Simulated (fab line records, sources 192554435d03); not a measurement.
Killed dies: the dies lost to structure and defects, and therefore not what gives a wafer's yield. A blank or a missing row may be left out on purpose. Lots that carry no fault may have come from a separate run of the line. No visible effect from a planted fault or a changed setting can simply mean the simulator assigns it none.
Chamber matching ; flow n5 finfet ; N5_MOL_CONTACT_COAG_CMP_28 on cmp-04 has 4 sister chambers
The step polishes, stops on SiNx, t overpolish 0.85 s, target thk 14.522 nm. 8 wafers are shown with their chamber, then 8 later ones without.

== EACH WAFER AND ITS CHAMBER ==
wafer;chamber;motor current A (A);time to endpoint s (s)
L090.3;3;11.8;5.0
L090.4;2;12.2;3.2
L092.4;0;11.2;8.7
L092.6;0;10.1;7.4
L091.2;2;12.0;6.3
L091.4;3;11.1;6.0
L091.5;1;13.3;3.5
L093.1;1;13.2;4.4

== WAFERS WITH NO CHAMBER GIVEN ==
wafer;motor current A (A);time to endpoint s (s)
L093.2;12.2;5.5
L093.6;12.6;3.2
L096.1;10.4;10.1
L096.2;13.3;2.9
L096.5;13.3;2.5
L097.1;11.6;4.5
L097.2;10.7;9.9
L097.4;12.3;9.4

== WHICH CHAMBER EACH ONE RAN IN ==
wafer;from the rows above;in truth
L093.2;can't be placed: 2 or 3 or 1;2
L093.6;can't be placed: 1 or 2 or 3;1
L096.1;0;0
L096.2;1;1
L096.5;can't be placed: 1 or 2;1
L097.1;can't be placed: 3 or 2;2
L097.2;0;0
L097.4;can't be placed: 3 or 2 or 0 or 1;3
Placed correctly: 3 of 8. Not placeable from these rows: 5 (in 5, the candidates include the true chamber). Wrongly placed: 0.
How it was worked out, from the rows above alone: a wafer's distance from a chamber is the root of the sum, over the readings, of the square of ((its reading less the chamber's mean) divided by the reading's scatter). The wafer belongs to the nearest chamber; if the next one is less than 2 further off, it can't be placed. Each chamber's mean is taken over the wafers shown for it. The scatter: take each reading less its chamber's mean, square it, sum over the shown wafers, divide by the number of wafers less the number of chambers, and take the root.
